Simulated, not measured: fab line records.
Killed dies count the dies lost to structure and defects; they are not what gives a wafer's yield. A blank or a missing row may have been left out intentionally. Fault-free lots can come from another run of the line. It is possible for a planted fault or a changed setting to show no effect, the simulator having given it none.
Which tool was responsible? | flow n5_finfet | 69 wafers from 23 lots sampled at 6 of the route's 1938 steps

== WHAT THE GAUGES SHOWED, per wafer ==
The record holds no reading of a measuring or inspecting step that can be judged against a usual standard deviation.

== WHICH TOOL RAN EACH LOT (tool, then ch and the chambers of the sampled wafers, then the start) ==
lot  | N5_BEOL_M5_ETCH_72                 | N5_BEOL_M5_STRIP_19                | N5_BEOL_M5_STRIP_91                           | N5_BEOL_M5_SURFACE_TREAT_87  | N5_BEOL_M5_SPUTTER_48        | N5_BEOL_M5_CMP_52
L074 | rie_diel-02 ch 1,2,3, day 8 14:05  | rie_diel-02 ch 0,3, day 8 14:24    | rie_diel-02 ch 0,1,3, day 8 17:07 or earlier  | pvd_sputter-03, day 8 17:07  | pvd_sputter-03, day 8 17:20  | cmp-01 ch 0,1,2, day 8 22:11
L076 | rie_diel-04 ch 0,1,3, day 8 21:24  | rie_diel-02 ch 1,2, day 8 21:52    | rie_diel-06 ch 0,1, day 9 00:01 or earlier    | pvd_sputter-02, day 9 00:01  | pvd_sputter-03, day 9 00:16  | cmp-01 ch 0,1, day 9 05:31
L077 | rie_diel-06 ch 1,2, day 9 05:19    | rie_diel-04 ch 0,2,3, day 9 05:38  | rie_diel-04 ch 1,2, day 9 08:16 or earlier    | pvd_sputter-02, day 9 08:16  | pvd_sputter-02, day 9 08:30  | cmp-03 ch 0,1,3, day 9 13:32
L078 | rie_diel-06 ch 0,2, day 9 16:40    | rie_diel-06 ch 0,1,3, day 9 17:00  | rie_diel-04 ch 1,2,3, day 9 19:52 or earlier  | pvd_sputter-03, day 9 19:52  | pvd_sputter-03, day 9 20:09  | cmp-03 ch 2,3, day 10 00:59
L079 | rie_diel-02 ch 0,2,3, day 9 17:11  | rie_diel-06 ch 0,2,3, day 9 17:31  | rie_diel-06 ch 0,1,3, day 9 19:59 or earlier  | pvd_sputter-01, day 9 19:59  | pvd_sputter-02, day 9 20:25  | cmp-03 ch 0,1,3, day 10 01:19
L080 | rie_diel-02 ch 1,3, day 9 20:13    | rie_diel-02 ch 1,2,3, day 9 20:37  | rie_diel-06 ch 1,2, day 10 00:29 or earlier   | pvd_sputter-01, day 10 00:29 | pvd_sputter-03, day 10 00:45 | cmp-03 ch 0,1,2, day 10 05:36
L081 | rie_diel-04 ch 0,1,3, day 10 08:43 | rie_diel-04 ch 2,3, day 10 09:02   | rie_diel-06 ch 0,2, day 10 11:14 or earlier   | pvd_sputter-01, day 10 11:14 | pvd_sputter-02, day 10 11:47 | cmp-02 ch 0,3, day 10 16:38
L083 | rie_diel-02 ch 0,2,3, day 10 17:26 | rie_diel-06 ch 2,3, day 10 17:45   | rie_diel-04 ch 1,3, day 10 20:35 or earlier   | pvd_sputter-02, day 10 20:35 | pvd_sputter-02, day 10 20:49 | cmp-01 ch 0,2, day 11 01:41
L082 | rie_diel-02 ch 2,3, day 11 01:44   | rie_diel-06 ch 0,2,3, day 11 02:08 | rie_diel-04 ch 1,2, day 11 05:57 or earlier   | pvd_sputter-01, day 11 05:57 | pvd_sputter-01, day 11 06:10 | cmp-03 ch 0,1, day 11 11:04
L084 | rie_diel-06 ch 0,1,2, day 11 01:56 | rie_diel-06 ch 0,1,2, day 11 02:16 | rie_diel-04 ch 0,3, day 11 05:38 or earlier   | pvd_sputter-03, day 11 05:38 | pvd_sputter-02, day 11 05:51 | cmp-02 ch 2,3, day 11 10:43
L085 | rie_diel-02 ch 0,2, day 11 02:48   | rie_diel-06 ch 0,1,2, day 11 03:08 | rie_diel-02 ch 0,2,3, day 11 06:05 or earlier | pvd_sputter-01, day 11 06:05 | pvd_sputter-03, day 11 08:32 | cmp-02 ch 0,1,3, day 11 13:28
L087 | rie_diel-04 ch 1,2,3, day 11 05:42 | rie_diel-04 ch 0,3, day 11 06:08   | rie_diel-02 ch 0,1,3, day 11 13:37 or earlier | pvd_sputter-03, day 11 13:37 | pvd_sputter-03, day 11 14:03 | cmp-02 ch 1,2,3, day 11 19:01
L086 | rie_diel-06 ch 0,1,2, day 11 11:54 | rie_diel-04 ch 0,3, day 11 12:13   | rie_diel-02 ch 0,2, day 11 14:16 or earlier   | pvd_sputter-01, day 11 14:16 | pvd_sputter-02, day 11 14:38 | cmp-03 ch 0,2,3, day 11 19:34
L089 | rie_diel-04 ch 1,2,3, day 11 19:50 | rie_diel-02 ch 0,2,3, day 11 20:10 | rie_diel-02 ch 1,2, day 11 23:19 or earlier   | pvd_sputter-02, day 11 23:19 | pvd_sputter-01, day 11 23:34 | cmp-02 ch 0,2,3, day 12 04:47
L088 | rie_diel-02 ch 0,2,3, day 12 11:08 | rie_diel-02 ch 1,2,3, day 12 11:34 | rie_diel-06 ch 0,1,3, day 12 14:56 or earlier | pvd_sputter-01, day 12 14:56 | pvd_sputter-03, day 12 15:12 | cmp-02 ch 1,2,3, day 12 20:02
L090 | rie_diel-06 ch 0,2, day 12 15:26   | rie_diel-04 ch 0,1,3, day 12 16:05 | rie_diel-06 ch 1,2,3, day 12 20:35 or earlier | pvd_sputter-01, day 12 20:35 | pvd_sputter-01, day 12 21:01 | cmp-01 ch 0,3, day 13 01:52
L091 | rie_diel-04 ch 0,2, day 12 19:05   | rie_diel-04 ch 0,1,3, day 12 19:24 | rie_diel-04 ch 0,1,3, day 12 21:52 or earlier | pvd_sputter-03, day 12 21:52 | pvd_sputter-02, day 12 22:11 | cmp-01 ch 1,2,3, day 13 03:07
L092 | rie_diel-06 ch 0,2,3, day 12 19:16 | rie_diel-02 ch 1,2,3, day 12 19:36 | rie_diel-06 ch 0,1,3, day 12 22:20 or earlier | pvd_sputter-03, day 12 22:20 | pvd_sputter-03, day 12 22:38 | cmp-03 ch 0,1,2, day 13 03:29
L093 | rie_diel-06 ch 1,2,3, day 12 19:59 | rie_diel-02 ch 0,1,3, day 12 20:29 | rie_diel-02 ch 1,3, day 12 22:36 or earlier   | pvd_sputter-03, day 12 22:36 | pvd_sputter-01, day 13 01:26 | cmp-03 ch 0,2,3, day 13 06:20
L094 | rie_diel-04 ch 1,2, day 13 12:35   | rie_diel-04 ch 0,1,3, day 13 12:54 | rie_diel-02 ch 0,3, day 13 16:01 or earlier   | pvd_sputter-02, day 13 16:01 | pvd_sputter-01, day 13 16:13 | cmp-01 ch 0,1,2, day 13 21:11
L095 | rie_diel-02 ch 0,1,3, day 13 14:20 | rie_diel-04 ch 1,2,3, day 13 14:41 | rie_diel-02 ch 0,2,3, day 13 17:09 or earlier | pvd_sputter-03, day 13 17:09 | pvd_sputter-02, day 13 17:27 | cmp-03 ch 1,2,3, day 13 22:18
L096 | rie_diel-04 ch 0,1,2, day 13 16:35 | rie_diel-04 ch 0,2,3, day 13 16:54 | rie_diel-02 ch 0,1,3, day 13 20:39 or earlier | pvd_sputter-01, day 13 20:39 | pvd_sputter-01, day 13 20:53 | cmp-01 ch 0,1,3, day 14 01:44
L097 | rie_diel-06 ch 0,3, day 14 02:04   | rie_diel-02 ch 0,3, day 14 02:34   | rie_diel-06 ch 0,1,2, day 14 05:58 or earlier | pvd_sputter-02, day 14 05:58 | pvd_sputter-01, day 14 06:10 | cmp-02 ch 0,3, day 14 11:01
- N5_BEOL_M5_ETCH_72: etches underlayer in N2/H2, target depth 6.5 nm, time 5.2 s.
- N5_BEOL_M5_STRIP_19: strips in O2.
- N5_BEOL_M5_STRIP_91: strips in N2/H2, time 10 s.
- N5_BEOL_M5_SURFACE_TREAT_87
- N5_BEOL_M5_SPUTTER_48: material Cu, target thk 15 nm, time 27.62 s.
- N5_BEOL_M5_CMP_52: polishes, stops on SiCOH lowk, t overpolish 6.9 s, target thk 62 nm.

== WHAT THE TOOLS THEMSELVES READ (means of the sampled wafers that have a number; where no wafer has one, the mark that the record gives instead) ==
N5_BEOL_M5_ETCH_72.
lot  | tool        | drypump_motor_current_A (A) | etch_rf_on_time_s (s) | oes_product_au (a.u.) | rf_vpp_V (V) | showerhead_plenum_p_Torr (Torr) | throttle_valve_pct (%)
L074 | rie_diel-02 | 5.8                         | 5.19                  | 0.59                  | 524.5        | 2.55                            | 17.99
L076 | rie_diel-04 | 5.6                         | 5.28                  | 0.67                  | 526.1        | 2.58                            | 17.89
L077 | rie_diel-06 | 5.1                         | 5.05                  | 0.83                  | 527.5        | 2.64                            | 17.74
L078 | rie_diel-06 | 4.8                         | 5.11                  | 0.69                  | 522.5        | 2.51                            | 17.99
L079 | rie_diel-02 | 5.8                         | 5.21                  | 0.74                  | 526.4        | 2.65                            | 17.91
L080 | rie_diel-02 | 5.9                         | 5.28                  | 0.75                  | 521.4        | 2.53                            | 17.76
L081 | rie_diel-04 | 5.6                         | 5.24                  | 0.66                  | 525.2        | 2.58                            | 17.90
L083 | rie_diel-02 | 5.8                         | 5.12                  | 0.73                  | 526.6        | 2.65                            | 17.91
L082 | rie_diel-02 | 5.6                         | 5.22                  | 0.67                  | 525.7        | 2.62                            | 18.10
L084 | rie_diel-06 | 5.1                         | 5.12                  | 0.71                  | 524.2        | 2.53                            | 17.83
L085 | rie_diel-02 | 5.8                         | 5.08                  | 0.71                  | 528.2        | 2.67                            | 17.81
L087 | rie_diel-04 | 5.5                         | 5.20                  | 0.65                  | 524.6        | 2.58                            | 17.99
L086 | rie_diel-06 | 5.1                         | 5.11                  | 0.71                  | 524.5        | 2.53                            | 17.82
L089 | rie_diel-04 | 5.5                         | 5.23                  | 0.64                  | 524.2        | 2.58                            | 17.99
L088 | rie_diel-02 | 5.7                         | 5.16                  | 0.71                  | 527.7        | 2.64                            | 17.94
L090 | rie_diel-06 | 4.8                         | 5.15                  | 0.66                  | 522.1        | 2.51                            | 18.02
L091 | rie_diel-04 | 5.5                         | 5.03                  | 0.74                  | 525.4        | 2.58                            | 17.55
L092 | rie_diel-06 | 4.7                         | 5.17                  | 0.65                  | 524.9        | 2.58                            | 18.02
L093 | rie_diel-06 | 5.1                         | 5.07                  | 0.69                  | 525.5        | 2.60                            | 17.84
L094 | rie_diel-04 | 5.3                         | 5.11                  | 0.68                  | 524.2        | 2.57                            | 17.83
L095 | rie_diel-02 | 5.9                         | 5.19                  | 0.75                  | 526.1        | 2.66                            | 17.56
L096 | rie_diel-04 | 5.4                         | 5.06                  | 0.69                  | 525.4        | 2.57                            | 17.77
L097 | rie_diel-06 | 4.8                         | 5.15                  | 0.69                  | 522.6        | 2.47                            | 17.92

N5_BEOL_M5_STRIP_19.
lot  | tool        | drypump_motor_current_A (A) | oes_product_au (a.u.) | rf_vpp_V (V) | showerhead_plenum_p_Torr (Torr) | throttle_valve_pct (%)
L074 | rie_diel-02 | 5.9                         | 0.79                  | 4.0          | 2.18                            | 16.9
L076 | rie_diel-02 | 5.7                         | 0.69                  | 3.6          | 2.12                            | 16.9
L077 | rie_diel-04 | 5.5                         | 0.83                  | 3.8          | 2.16                            | 16.7
L078 | rie_diel-06 | 5.1                         | 0.76                  | 3.8          | 2.07                            | 16.8
L079 | rie_diel-06 | 4.8                         | 0.79                  | 3.7          | 2.12                            | 16.7
L080 | rie_diel-02 | 5.8                         | 0.78                  | 3.4          | 2.11                            | 16.7
L081 | rie_diel-04 | 5.7                         | 0.76                  | 3.7          | 2.17                            | 17.0
L083 | rie_diel-06 | 4.7                         | 0.84                  | 3.0          | 2.19                            | 16.6
L082 | rie_diel-06 | 4.7                         | 0.77                  | 3.3          | 2.12                            | 16.7
L084 | rie_diel-06 | 5.1                         | 0.84                  | 3.8          | 2.09                            | 16.7
L085 | rie_diel-06 | 5.1                         | 0.84                  | 3.5          | 2.09                            | 16.7
L087 | rie_diel-04 | 5.7                         | 0.84                  | 4.1          | 2.14                            | 16.7
L086 | rie_diel-04 | 5.7                         | 0.84                  | 3.5          | 2.14                            | 16.6
L089 | rie_diel-02 | 5.7                         | 0.83                  | 4.0          | 2.18                            | 16.7
L088 | rie_diel-02 | 5.8                         | 0.84                  | 3.8          | 2.19                            | 16.6
L090 | rie_diel-04 | 5.6                         | 0.77                  | 3.2          | 2.13                            | 16.8
L091 | rie_diel-04 | 5.6                         | 0.77                  | 4.3          | 2.13                            | 16.9
L092 | rie_diel-02 | 5.8                         | 0.83                  | 3.1          | 2.19                            | 16.6
L093 | rie_diel-02 | 5.9                         | 0.91                  | 3.9          | 2.21                            | 16.5
L094 | rie_diel-04 | 5.6                         | 0.77                  | 3.1          | 2.13                            | 16.8
L095 | rie_diel-04 | 5.4                         | 0.75                  | 3.7          | 2.14                            | 16.9
L096 | rie_diel-04 | 5.6                         | 0.80                  | 3.8          | 2.15                            | 16.7
L097 | rie_diel-02 | 5.9                         | 0.89                  | 3.7          | 2.17                            | 16.6

N5_BEOL_M5_STRIP_91.
lot  | tool        | drypump_motor_current_A (A) | oes_product_au (a.u.) | rf_vpp_V (V) | showerhead_plenum_p_Torr (Torr) | throttle_valve_pct (%)
L074 | rie_diel-02 | 5.9                         | 0.78                  | 59.3         | 2.56                            | 23.6
L076 | rie_diel-06 | 5.1                         | 0.79                  | 59.4         | 2.43                            | 23.5
L077 | rie_diel-04 | 5.3                         | 0.79                  | 59.0         | 2.56                            | 23.9
L078 | rie_diel-04 | 5.5                         | 0.78                  | 59.2         | 2.58                            | 23.9
L079 | rie_diel-06 | 5.1                         | 0.77                  | 60.0         | 2.50                            | 23.6
L080 | rie_diel-06 | 5.0                         | 0.92                  | 58.4         | 2.63                            | 23.6
L081 | rie_diel-06 | 4.7                         | 0.85                  | 59.2         | 2.61                            | 23.8
L083 | rie_diel-04 | 5.7                         | 0.72                  | 58.9         | 2.58                            | 24.0
L082 | rie_diel-04 | 5.2                         | 0.81                  | 59.2         | 2.57                            | 23.7
L084 | rie_diel-04 | 5.7                         | 0.84                  | 60.1         | 2.58                            | 23.4
L085 | rie_diel-02 | 5.7                         | 0.84                  | 58.6         | 2.64                            | 23.8
L087 | rie_diel-02 | 5.9                         | 0.93                  | 59.5         | 2.66                            | 23.3
L086 | rie_diel-02 | 5.6                         | 0.76                  | 58.6         | 2.64                            | 23.8
L089 | rie_diel-02 | 5.8                         | 0.86                  | 59.2         | 2.66                            | 23.0
L088 | rie_diel-06 | 5.1                         | 0.75                  | 58.9         | 2.49                            | 23.6
L090 | rie_diel-06 | 5.1                         | 0.81                  | 59.3         | 2.59                            | 23.7
L091 | rie_diel-04 | 5.6                         | 0.76                  | 58.8         | 2.57                            | 23.8
L092 | rie_diel-06 | 5.1                         | 0.75                  | 58.9         | 2.49                            | 23.6
L093 | rie_diel-02 | 5.9                         | 0.91                  | 58.8         | 2.63                            | 23.5
L094 | rie_diel-02 | 5.9                         | 0.89                  | 58.7         | 2.63                            | 23.9
L095 | rie_diel-02 | 5.7                         | 0.92                  | 58.9         | 2.63                            | 23.7
L096 | rie_diel-02 | 5.9                         | 0.88                  | 59.9         | 2.65                            | 23.4
L097 | rie_diel-06 | 5.1                         | 0.81                  | 59.9         | 2.52                            | 23.6

N5_BEOL_M5_SPUTTER_48.
lot  | tool           | throttle_valve_pct (%)
L074 | pvd_sputter-03 | 30.2
L076 | pvd_sputter-03 | 29.3
L077 | pvd_sputter-02 | 29.6
L078 | pvd_sputter-03 | 29.9
L079 | pvd_sputter-02 | 29.7
L080 | pvd_sputter-03 | 30.0
L081 | pvd_sputter-02 | 30.9
L083 | pvd_sputter-02 | 29.4
L082 | pvd_sputter-01 | 30.3
L084 | pvd_sputter-02 | 29.7
L085 | pvd_sputter-03 | 29.9
L087 | pvd_sputter-03 | 29.4
L086 | pvd_sputter-02 | 29.7
L089 | pvd_sputter-01 | 30.6
L088 | pvd_sputter-03 | 30.0
L090 | pvd_sputter-01 | 31.3
L091 | pvd_sputter-02 | 29.8
L092 | pvd_sputter-03 | 29.6
L093 | pvd_sputter-01 | 29.2
L094 | pvd_sputter-01 | 30.4
L095 | pvd_sputter-02 | 29.6
L096 | pvd_sputter-01 | 30.3
L097 | pvd_sputter-01 | 30.6

N5_BEOL_M5_CMP_52.
lot  | tool   | barrier_field_endpoint_s (s) | motor_current_A (A) | overpolish_run_s (s) | time_to_endpoint_s (s)
L074 | cmp-01 | 25.2                         | 6.0                 | 6.894                | 65.7
L076 | cmp-01 | 25.2                         | 6.2                 | 6.902                | 63.5
L077 | cmp-03 | 24.7                         | 5.7                 | 6.897                | 64.8
L078 | cmp-03 | 23.9                         | 5.7                 | 6.899                | 59.3
L079 | cmp-03 | 25.1                         | 5.3                 | 6.905                | 61.8
L080 | cmp-03 | 24.7                         | 5.5                 | 6.891                | 60.8
L081 | cmp-02 | 24.8                         | 6.0                 | 6.897                | 61.2
L083 | cmp-01 | 24.9                         | 5.4                 | 6.896                | 63.7
L082 | cmp-03 | 24.0                         | 5.6                 | 6.916                | 58.7
L084 | cmp-02 | 25.2                         | 5.9                 | 6.904                | 66.1
L085 | cmp-02 | 24.9                         | 6.0                 | 6.904                | 63.9
L087 | cmp-02 | 24.8                         | 5.9                 | 6.905                | 64.5
L086 | cmp-03 | 25.1                         | 5.5                 | 6.902                | 63.0
L089 | cmp-02 | 25.0                         | 6.1                 | 6.900                | 62.7
L088 | cmp-02 | 25.2                         | 5.8                 | 6.906                | 61.8
L090 | cmp-01 | 24.3                         | 6.0                 | 6.896                | 60.2
L091 | cmp-01 | 25.1                         | 6.6                 | 6.902                | 66.6
L092 | cmp-03 | 25.1                         | 5.5                 | 6.905                | 60.6
L093 | cmp-03 | 24.1                         | 5.7                 | 6.906                | 59.8
L094 | cmp-01 | 25.0                         | 5.7                 | 6.898                | 63.8
L095 | cmp-03 | 23.8                         | 5.6                 | 6.903                | 56.5
L096 | cmp-01 | 24.5                         | 6.7                 | 6.892                | 61.8
L097 | cmp-02 | 24.7                         | 6.1                 | 6.891                | 62.9

== THE ANSWER, worked out from the rows above alone ==
Rule: the lots themselves supply what counts as usual. The widest of any qualifying gaps counts: lots, ordered by their means at a reading, are off when they make up no more than a third of the lots, leave a main group of 4 or more, and stand apart from it by 3 or more times the standard deviation of that group's means. A main group whose means are all the same, to the digits that the tables above print for the reading, isn't used. A lot without any number at a reading at which 4 lots or more have one is off too. Where the step has rows for the other lots, those lots are counted as sound. After the gauges, taken in route order, come the tools' own readings; for these a lot's mean is taken, as printed above. At the first step where some lot is off, the reading lying furthest off is the one used; lots without a number count as furthest.
Nothing can be told from this: no lot is off at any reading shown.

== WHAT WAS PUT IN BY THE SIMULATOR ==
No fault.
